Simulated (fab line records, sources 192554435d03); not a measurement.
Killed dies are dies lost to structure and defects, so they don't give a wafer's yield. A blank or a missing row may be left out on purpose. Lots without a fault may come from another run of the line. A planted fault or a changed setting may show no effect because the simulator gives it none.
fab line records | flow n5_finfet | part 1 of 2: steps 1 to 19 of 27
record lots=5 wafers=15 last_day=18
route steps=1938 shown BEOL_M7@1265
lots that met no fault: from a run of the same line without faults
start_h: hours from the record's first day to the start of the lot's first wafer shown | wait_h: hours since the lot's step before | " the same as in the row above | L1.1+2: a row that stands for several wafers | - no value, or no start given | * or withheld: withheld | < > ~ a bound
route shown NAME@n: a module of which the file shows steps, and the number in the route of the first | usual: mean/standard deviation of fault-free wafers | same: alike in all rows | chamber/n: place in a boat | sites: the reading at each site | _std_site: their standard deviation | _edge_site: outer sites' mean less inner sites' | radius_mm: how far each site lies from the wafer's centre | mask NAME#n: copy n | behind: the tool/chamber that last shaped the wafer | hold: why the lot was held/for how many hours/how that ended | device: the transistor (n, p or np) that didn't switch | end of line: the same wafers' tests at the end of the route | a step without rows: its recipe alone | killed: dies lost to structure and defects at the first sort, not the wafer's yield | map: a wafer's dies, x killed, . not, _ none there
set.NAME: the setting as run; set.NAME@STEP: as run at that earlier step | model.NAME: the simulator's own value behind a step, which no gauge read
lots at some steps of the route; a table a step, a row a wafer
services: from which hour (start_h, from the record's first day; less than 0 if before it) a tool's chamber was out of use, for how many hours, and why
## steps
# step N5_BEOL_M7_THK_MEAS_01
# recipe reads=SiCOH_lowk_of_BEOL_M7_ILD_DEP_00
# usual M7_ILD_THK=155.2/2.1
# columns lot.wafer tool chamber start_h wait_h M7_ILD_THK[nm]
L075.1 film_metro-01 - 195.61 0.4 155.8
L075.5 " - " " 160.5
L075.6 " - " " 158.0
L079.2 film_metro-02 - 230.67 0.4 152.0
L079.3 " - " " 153.1
L079.6 " - " " 154.9
L081.1 film_metro-01 - 244.35 0.4 153.5
L081.2 " - " " 152.3
L081.4 " - " " 155.5
L085.1 film_metro-01 - 280.39 0.4 153.9
L085.2 " - " " 155.7
L085.4 " - " " 158.7
L093.2 film_metro-01 - 342.41 0.4 154.3
L093.3 " - " " 152.2
L093.5 " - " " 155.8
# step N5_BEOL_M7_PECVD_70
# recipe material=SiO2 target_thk_a=200 temp_c=400 precursor=TEOS/O2 pressure_torr=5.5 rf_w=450 teos_flow_sccm=53.8 gas=O2 flow_sccm=3000 time_s=22.7
# usual heater_power_w=761/84 showerhead_plenum_p_Torr=8.79/0.055 throttle_valve_pct=22.2/1.4
# columns lot.wafer tool chamber start_h wait_h heater_power_w showerhead_plenum_p_Torr throttle_valve_pct
L075.1 pecvd-04 2 195.64 0.0 760 8.87 23.5
L075.5 " 1 " " 795 8.84 21.7
L075.6 " 0 " " 695 8.78 22.2
L079.2 pecvd-01 2 230.71 0.0 676 8.68 21.2
L079.3 " 1 " " 702 8.74 22.8
L079.6 " 2 " " 676 8.66 21.1
L081.1 pecvd-04 0 244.39 0.0 723 8.76 22.1
L081.2 " 2 " " 923 8.86 21.3
L081.4 " 2 " " 917 8.88 21.0
L085.1 pecvd-01 2 280.42 0.0 819 8.68 21.0
L085.2 " 1 " " 705 8.73 22.7
L085.4 " 0 " " 635 8.77 23.7
L093.2 pecvd-04 0 342.44 0.0 661 8.78 22.5
L093.3 " 2 " " 855 8.83 21.2
L093.5 " 2 " " 834 8.86 21.3
# step N5_BEOL_M7_HM_DEP_02
# recipe material=TiN target_thk_a=200 temp_c=25 chamber_pressure_pa=0.49996
# usual throttle_valve_pct=29.9/1.1
# columns lot.wafer tool chamber start_h wait_h throttle_valve_pct
L075.1 pvd_sputter-03 - 195.72 0.1 29.3
L075.5 " - " " 30.7
L075.6 " - " " 29.5
L079.2 pvd_sputter-01 - 231.77 1.0 31.0
L079.3 " - " " 30.4
L079.6 " - " " 27.9
L081.1 pvd_sputter-01 - 245.53 1.1 30.3
L081.2 " - " " 31.0
L081.4 " - " " 28.1
L085.1 pvd_sputter-02 - 281.22 0.8 31.8
L085.2 " - " " 29.8
L085.4 " - " " 30.3
L093.2 pvd_sputter-01 - 344.48 2.0 30.6
L093.3 " - " " 31.0
L093.5 " - " " 27.7
# step N5_BEOL_M7_COAT_59
# recipe resist=SOC temp_c=250 time_s=60 spin_rpm=1500 resist_thk_nm=100
# usual chill_plate_temp_C=22.99/0.11 dispense_pressure_kPa=45/4.1
# columns lot.wafer tool chamber start_h wait_h chill_plate_temp_C dispense_pressure_kPa
L075.1 litho_track-04 0 195.85 0.1 22.91 43
L075.5 " 0 " " 23.19 43
L075.6 " 0 " " 22.92 43
L079.2 litho_track-04 0 231.90 0.1 22.90 43
L079.3 " 0 " " 22.75 43
L079.6 " 0 " " 23.00 43
L081.1 litho_track-02 0 245.66 0.1 23.02 52
L081.2 " 0 " " 22.99 52
L081.4 " 0 " " 23.04 52
L085.1 litho_track-04 0 281.35 0.1 23.00 43
L085.2 " 0 " " 23.06 43
L085.4 " 0 " " 23.10 43
L093.2 litho_track-04 0 344.61 0.1 22.99 43
L093.3 " 0 " " 22.79 43
L093.5 " 0 " " 22.84 43
# step N5_BEOL_M7_COAT_60
# recipe resist=SiARC temp_c=220 time_s=60 spin_rpm=1500 resist_thk_nm=35
# usual chill_plate_temp_C=23.01/0.1 dispense_pressure_kPa=45/4.1
# columns lot.wafer tool chamber start_h wait_h chill_plate_temp_C dispense_pressure_kPa
L075.1 litho_track-04 0 - - 23.12 43
L075.5 " 0 " " 23.18 43
L075.6 " 0 " " 23.29 43
L079.2 litho_track-04 0 - - 22.97 43
L079.3 " 0 " " 22.76 43
L079.6 " 0 " " 22.92 43
L081.1 litho_track-02 0 - - 22.92 52
L081.2 " 0 " " 22.97 52
L081.4 " 0 " " 22.93 52
L085.1 litho_track-04 0 - - 22.92 43
L085.2 " 0 " " 22.97 43
L085.4 " 0 " " 22.94 43
L093.2 litho_track-04 0 - - 22.94 43
L093.3 " 0 " " 23.13 43
L093.5 " 0 " " 23.13 43
# step N5_BEOL_M7_COAT_05
# recipe resist=CAR-ArF spin_rpm=1500 resist_thk_nm=90
# usual chill_plate_temp_C=23.00/0.11 dispense_pressure_kPa=45/4.1
# columns lot.wafer tool chamber start_h wait_h chill_plate_temp_C dispense_pressure_kPa
L075.1 litho_track-04 0 - - 22.99 43
L075.5 " 0 " " 22.95 43
L075.6 " 0 " " 22.90 43
L079.2 litho_track-04 0 - - 23.03 43
L079.3 " 0 " " 23.22 43
L079.6 " 0 " " 23.20 43
L081.1 litho_track-02 0 - - 22.84 52
L081.2 " 0 " " 23.08 52
L081.4 " 0 " " 22.89 52
L085.1 litho_track-04 0 - - 23.03 43
L085.2 " 0 " " 23.00 43
L085.4 " 0 " " 23.08 43
L093.2 litho_track-04 0 - - 22.98 43
L093.3 " 0 " " 23.11 43
L093.5 " 0 " " 22.95 43
# step N5_BEOL_M7_EBR_07
# recipe solvent=PGMEA ebr_width_mm=1.5
# usual chill_plate_temp_C=22.99/0.1
# same ebr_width_mm=1.5
# columns lot.wafer tool chamber start_h wait_h chill_plate_temp_C
L075.1 litho_track-04 0 - - 23.01
L075.5 " 0 " " 22.97
L075.6 " 0 " " 23.04
L079.2 litho_track-04 0 - - 23.24
L079.3 " 0 " " 23.28
L079.6 " 0 " " 22.96
L081.1 litho_track-02 0 - - 23.11
L081.2 " 0 " " 22.96
L081.4 " 0 " " 22.90
L085.1 litho_track-04 0 - - 22.99
L085.2 " 0 " " 22.93
L085.4 " 0 " " 23.01
L093.2 litho_track-04 0 - - 23.00
L093.3 " 0 " " 23.05
L093.5 " 0 " " 22.93
# step N5_BEOL_M7_SOFTBAKE_06
# recipe temp_c=110 time_s=60 resist=CAR-ArF
# usual chill_plate_temp_C=23.01/0.1
# columns lot.wafer tool chamber start_h wait_h chill_plate_temp_C
L075.1 litho_track-04 0 - - 23.06
L075.5 " 0 " " 23.00
L075.6 " 0 " " 23.09
L079.2 litho_track-04 0 - - 22.95
L079.3 " 0 " " 23.04
L079.6 " 0 " " 23.08
L081.1 litho_track-02 0 - - 23.06
L081.2 " 0 " " 23.00
L081.4 " 0 " " 22.86
L085.1 litho_track-04 0 - - 23.03
L085.2 " 0 " " 23.02
L085.4 " 0 " " 22.88
L093.2 litho_track-04 0 - - 22.90
L093.3 " 0 " " 23.11
L093.5 " 0 " " 23.13
# step N5_BEOL_M7_EXPOSE_08
# recipe mask_id=M7 na=1.35 source_shape=dipole sigma_inner=0.817 sigma_outer=0.97 polarization=te dose_mj=68.25
# usual exposure_dose_mJ_cm2=68.21/0.073
# same sigma_outer=0.97
# columns lot.wafer tool chamber start_h wait_h mask exposure_dose_mJ_cm2
L075.1 arfi_scanner-02 0 196.09 - M7#0 68.16
L075.5 " 0 " " M7#0 68.20
L075.6 " 0 " " M7#0 68.15
L079.2 arfi_scanner-01 0 232.15 - M7#0 68.17
L079.3 " 0 " " M7#0 68.20
L079.6 " 0 " " M7#0 68.26
L081.1 arfi_scanner-01 0 245.78 - M7#0 68.26
L081.2 " 0 " " M7#0 68.42
L081.4 " 0 " " M7#0 68.25
L085.1 arfi_scanner-02 0 281.59 - M7#0 68.10
L085.2 " 0 " " M7#0 68.11
L085.4 " 0 " " M7#0 68.06
L093.2 arfi_scanner-01 0 344.86 - M7#0 68.26
L093.3 " 0 " " M7#0 68.16
L093.5 " 0 " " M7#0 68.15
# step N5_BEOL_M7_PEB_09
# recipe peb_temp_c=withheld peb_time_s=60 resist=CAR-ArF
# usual chill_plate_temp_C=23.00/0.098
# columns lot.wafer tool chamber start_h wait_h chill_plate_temp_C
L075.1 litho_track-03 0 196.15 0.1 23.08
L075.5 " 0 " " 22.93
L075.6 " 0 " " 22.86
L079.2 litho_track-02 0 232.21 0.0 23.12
L079.3 " 0 " " 22.88
L079.6 " 0 " " 23.19
L081.1 litho_track-04 0 245.84 0.1 23.08
L081.2 " 0 " " 23.14
L081.4 " 0 " " 23.10
L085.1 litho_track-04 0 281.65 0.1 23.00
L085.2 " 0 " " 22.98
L085.4 " 0 " " 23.02
L093.2 litho_track-02 0 344.92 0.0 23.03
L093.3 " 0 " " 23.00
L093.5 " 0 " " 23.03
# step N5_BEOL_M7_DEVELOP_10
# recipe develop_time_s=30 developer=TMAH resist=CAR-ArF rinse_liquid=diw dry=air_spin dev_temp_c=23
# usual chill_plate_temp_C=23.03/0.11
# columns lot.wafer tool chamber start_h wait_h chill_plate_temp_C
L075.1 litho_track-03 0 - - 23.08
L075.5 " 0 " " 23.03
L075.6 " 0 " " 23.12
L079.2 litho_track-02 0 - - 23.07
L079.3 " 0 " " 22.84
L079.6 " 0 " " 22.88
L081.1 litho_track-04 0 - - 23.20
L081.2 " 0 " " 23.23
L081.4 " 0 " " 22.95
L085.1 litho_track-04 0 - - 23.04
L085.2 " 0 " " 23.04
L085.4 " 0 " " 23.06
L093.2 litho_track-02 0 - - 22.94
L093.3 " 0 " " 22.94
L093.5 " 0 " " 22.96
# step N5_BEOL_M7_CD_MEAS_11
# recipe target_cd_nm=38.5 landing_energy_ev=500 detector=se_inlens polarity=opening
# usual cd_nm=38.6/0.49
# columns lot.wafer tool chamber start_h wait_h cd_nm
L075.1 cd_sem-02 0 196.22 - 39.6
L075.5 " 0 " " 39.4
L075.6 " 0 " " 39.2
L079.2 cd_sem-01 0 232.27 - 38.6
L079.3 " 0 " " 37.8
L079.6 " 0 " " 38.0
L081.1 cd_sem-01 0 245.91 - 37.9
L081.2 " 0 " " 39.1
L081.4 " 0 " " 38.9
L085.1 cd_sem-01 0 281.72 - 38.4
L085.2 " 0 " " 37.8
L085.4 " 0 " " 38.6
L093.2 cd_sem-01 0 344.98 - 38.2
L093.3 " 0 " " 38.5
L093.5 " 0 " " 38.6
# step N5_BEOL_M7_OVL_MEAS_12
# recipe points_per_wafer=44
# usual M7_OVL=0.1/0.82
# columns lot.wafer tool chamber start_h wait_h M7_OVL[nm]
L075.1 overlay-02 0 196.25 0.0 -0.2
L075.5 " 0 " " 0.0
L075.6 " 0 " " 0.1
L079.2 overlay-02 0 232.30 0.0 0.6
L079.3 " 0 " " 0.4
L079.6 " 0 " " 0.5
L081.1 overlay-01 0 245.94 0.0 1.1
L081.2 " 0 " " 0.9
L081.4 " 0 " " 1.2
L085.1 overlay-01 0 281.75 0.0 0.3
L085.2 " 0 " " -0.1
L085.4 " 0 " " -0.3
L093.2 overlay-02 0 345.01 0.0 -0.6
L093.3 " 0 " " 0.7
L093.5 " 0 " " 1.0
# step N5_BEOL_M7_INSPECT_13
# recipe mode=adi inspect_instrument=brightfield
# usual raw_defect_count=369/86
# columns lot.wafer tool chamber start_h wait_h raw_defect_count
L075.1 defect_inspect-01 - 196.28 0.0 348
L075.5 " - " " 327
L075.6 " - " " 318
L079.2 defect_inspect-01 - 232.33 0.0 354
L079.3 " - " " 254
L079.6 " - " " 380
L081.1 defect_inspect-01 - 245.96 0.0 443
L081.2 " - " " 601
L081.4 " - " " 493
L085.1 defect_inspect-02 - 281.77 0.0 342
L085.2 " - " " 291
L085.4 " - " " 432
L093.2 defect_inspect-01 - 345.04 0.0 561
L093.3 " - " " 419
L093.5 " - " " 469
# step N5_BEOL_M7_DESCUM_16
# recipe chemistry=O2 time_s=7.9 source_power_w=50 bias_power_w=20 pressure_mtorr=20 rf_frequency_hz=2.712e+07 temp_c=40 resist=CAR-ArF o2_flow_sccm=225
# usual bias_power_w=19.99/0.062 chamber_pressure_mTorr=20.002/0.017 drypump_motor_current_A=5.7/0.43 oes_product_au=0.79/0.1 rf_vpp_V=243.5/1.3 showerhead_plenum_p_Torr=2.12/0.068 throttle_valve_pct=20.41/0.29
# columns lot.wafer tool chamber start_h wait_h bias_power_w chamber_pressure_mTorr drypump_motor_current_A oes_product_au rf_hours_counter_h rf_vpp_V showerhead_plenum_p_Torr throttle_valve_pct
L075.1 rie_diel-06 3 196.44 0.2 19.96 20.010 5.7 0.71 227 244.1 2.15 20.62
L075.5 " 2 " " 19.88 19.977 6.1 0.77 - 244.0 2.20 20.72
L075.6 " 0 " " 20.07 20.002 5.3 0.88 - 242.6 2.14 20.36
L079.2 rie_diel-06 3 232.47 0.1 19.90 19.997 5.7 0.71 243 243.3 2.15 20.62
L079.3 " 0 " " 20.11 20.023 5.3 0.85 72 244.6 2.13 20.37
L079.6 " 3 " " 19.87 20.011 5.7 0.71 - 242.0 2.15 20.62
L081.1 rie_diel-03 3 246.00 0.0 20.00 20.010 5.5 0.72 219 242.1 2.06 20.51
L081.2 " 2 " " 19.95 19.931 5.8 0.94 11 243.6 2.07 20.36
L081.4 " 0 " " 20.00 19.971 5.3 0.77 167 244.4 2.19 20.51
L085.1 rie_diel-02 0 281.81 0.0 19.96 20.000 6.5 0.68 250 240.7 1.96 20.56
L085.2 " 1 " " 19.98 20.015 6.0 0.74 175 243.5 2.07 19.98
L085.4 " 1 " " 20.02 20.005 6.0 0.74 - 243.1 2.07 19.99
L093.2 rie_diel-06 2 346.10 1.1 20.03 19.990 6.1 0.73 200 243.9 2.18 20.80
L093.3 " 0 " " 19.89 19.991 5.3 0.80 111 241.9 2.12 20.46
L093.5 " 2 " " 20.08 19.983 6.1 0.73 - 242.0 2.18 20.79
# step N5_BEOL_M7_ETCH_61
# recipe chemistry=CF4 target=SiARC target_depth_a=455 mask_material=CAR-ArF time_s=75.8 ion_energy_ev=80 pressure_mtorr=40 source_w=545 bias_w=36 Ar_flow_sccm=100 cf4_flow_sccm=100 ends=cleared
# usual chamber_pressure_mTorr=40.00/0.034 drypump_motor_current_A=5.7/0.43 etch_rf_on_time_s=75.8/1.9 oes_product_au=0.67/0.087 rf_vpp_V=184.4/1 showerhead_plenum_p_Torr=2.17/0.062 throttle_valve_pct=15.61/0.27
# columns lot.wafer tool chamber start_h wait_h chamber_pressure_mTorr drypump_motor_current_A etch_rf_on_time_s oes_product_au rf_hours_counter_h rf_vpp_V showerhead_plenum_p_Torr throttle_valve_pct
L075.1 rie_diel-06 3 196.47 0.0 40.01 5.7 73.6 0.61 227 183.8 2.20 15.83
L075.5 " 2 " " 40.00 6.1 74.3 0.66 - 184.8 2.23 15.80
L075.6 " 0 " " 39.98 5.3 76.9 0.73 - 185.2 2.17 15.43
L079.2 rie_diel-06 3 232.50 0.0 40.04 5.7 74.2 0.60 243 185.0 2.20 15.88
L079.3 " 0 " " 40.03 5.4 78.0 0.71 72 184.2 2.17 15.47
L079.6 " 3 " " 40.03 5.7 74.8 0.61 - 182.7 2.20 15.87
L081.1 rie_diel-03 3 246.03 0.0 39.99 5.6 75.7 0.62 219 182.4 2.12 15.75
L081.2 " 2 " " 39.95 5.8 75.5 0.80 11 184.0 2.10 15.36
L081.4 " 0 " " 40.09 5.3 79.0 0.64 167 185.9 2.23 15.68
L085.1 rie_diel-02 0 281.84 0.0 40.06 6.6 77.2 0.58 250 182.2 2.02 15.80
L085.2 " 1 " " 40.07 6.0 74.5 0.63 175 183.8 2.13 15.33
L085.4 " 1 " " 40.09 6.0 74.7 0.64 - 183.0 2.13 15.33
L093.2 rie_diel-06 2 346.13 0.0 39.98 6.1 74.4 0.62 200 184.1 2.22 15.93
L093.3 " 0 " " 40.01 5.4 77.3 0.67 111 184.1 2.16 15.56
L093.5 " 2 " " 39.96 6.1 74.5 0.62 - 185.4 2.22 15.90
# step N5_BEOL_M7_ETCH_62
# recipe chemistry=N2/H2 target=SOC target_depth_a=1100 overetch_a=220 mask_material=SiARC temp_c=40 time_s=165 ion_energy_ev=200 pressure_mtorr=30 source_w=840 bias_w=150 n2_flow_sccm=200 h2_flow_sccm=200
# usual chamber_pressure_mTorr=30.001/0.026 drypump_motor_current_A=5.7/0.43 oes_product_au=0.67/0.082 rf_vpp_V=524.8/2.2 showerhead_plenum_p_Torr=2.58/0.074 throttle_valve_pct=17.82/0.26
# columns lot.wafer tool chamber start_h wait_h chamber_pressure_mTorr drypump_motor_current_A oes_product_au rf_hours_counter_h rf_vpp_V showerhead_plenum_p_Torr throttle_valve_pct
L075.1 rie_diel-06 3 196.53 0.0 30.024 5.7 0.61 227 526.4 2.63 18.10
L075.5 " 2 " " 29.957 6.1 0.64 - 527.2 2.65 17.99
L075.6 " 0 " " 30.024 5.4 0.73 - 524.6 2.59 17.67
L079.2 rie_diel-06 3 232.56 0.0 30.013 5.7 0.59 243 525.5 2.63 18.12
L079.3 " 0 " " 29.988 5.3 0.71 72 524.9 2.58 17.68
L079.6 " 3 " " 30.054 5.7 0.59 - 524.8 2.63 18.13
L081.1 rie_diel-03 3 246.09 0.0 29.965 5.5 0.60 219 523.9 2.53 18.09
L081.2 " 2 " " 30.031 5.8 0.79 11 521.9 2.48 17.50
L081.4 " 0 " " 29.974 5.3 0.65 167 525.1 2.65 17.94
L085.1 rie_diel-02 0 281.90 0.0 30.017 6.5 0.58 250 521.6 2.41 18.14
L085.2 " 1 " " 29.977 6.0 0.62 175 523.7 2.55 17.59
L085.4 " 1 " " 29.962 6.0 0.63 - 523.8 2.55 17.59
L093.2 rie_diel-06 2 346.19 0.0 30.016 6.1 0.60 200 526.2 2.63 18.07
L093.3 " 0 " " 29.947 5.4 0.67 111 525.2 2.56 17.77
L093.5 " 2 " " 29.992 6.1 0.60 - 528.8 2.63 18.08
# step N5_BEOL_M7_STRIP_68
# recipe chemistry=N2/H2 temp_c=40 n2_flow_sccm=200 h2_flow_sccm=200 rf_frequency_hz=6e+07
# columns lot.wafer tool chamber start_h wait_h
L075.1+5+6 rie_diel-06 3,2,0 196.66 0.1
L079.2+3+6 rie_diel-06 3,0,3 232.69 0.1
L081.1+2+4 rie_diel-03 3,2,0 246.22 0.1
L085.1+2+4 rie_diel-02 0,1,1 282.03 0.1
L093.2+3+5 rie_diel-06 2,0,2 346.33 0.1
# step N5_BEOL_M7_STRIP_67
# recipe chemistry=CF4 resist=SiARC power_w=300 bias_power_w=75 pressure_mtorr=50 cf4_flow_sccm=150 rf_frequency_hz=6e+07
# usual bias_power_w=74.99/0.24 chamber_pressure_mTorr=50.00/0.052 drypump_motor_current_A=5.7/0.43 oes_product_au=0.79/0.096 rf_vpp_V=271.7/1.6 showerhead_plenum_p_Torr=1.82/0.051 throttle_valve_pct=13.59/0.27
# columns lot.wafer tool chamber start_h wait_h bias_power_w chamber_pressure_mTorr drypump_motor_current_A oes_product_au rf_hours_counter_h rf_vpp_V showerhead_plenum_p_Torr throttle_valve_pct
L075.1 rie_diel-06 3 196.67 0.0 75.14 50.05 5.7 0.70 227 273.5 1.84 13.83
L075.5 " 2 " " 75.30 50.04 6.1 0.75 - 272.1 1.88 13.80
L075.6 " 0 " " 74.96 49.94 5.4 0.86 - 270.4 1.82 13.38
L079.2 rie_diel-06 3 232.70 0.0 74.32 50.00 5.7 0.70 243 274.1 1.84 13.85
L079.3 " 0 " " 74.34 50.00 5.4 0.83 72 271.7 1.81 13.41
L079.6 " 3 " " 74.25 50.07 5.7 0.70 - 272.9 1.84 13.86
L081.1 rie_diel-03 3 246.23 0.0 74.99 50.05 5.5 0.72 219 271.3 1.78 13.78
L081.2 " 2 " " 74.80 49.99 5.8 0.93 11 270.2 1.77 13.34
L081.4 " 0 " " 75.38 49.98 5.3 0.76 167 271.6 1.87 13.68
L085.1 rie_diel-02 0 282.04 0.0 75.12 50.11 6.6 0.69 250 268.1 1.69 13.79
L085.2 " 1 " " 74.96 49.94 6.0 0.74 175 270.1 1.80 13.36
L085.4 " 1 " " 74.86 50.06 6.0 0.74 - 271.2 1.80 13.37
L093.2 rie_diel-06 2 346.34 0.0 74.83 50.04 6.0 0.72 200 274.5 1.86 13.92
L093.3 " 0 " " 75.36 50.01 5.3 0.79 111 272.8 1.80 13.49
L093.5 " 2 " " 75.40 50.05 6.1 0.71 - 274.2 1.86 13.91
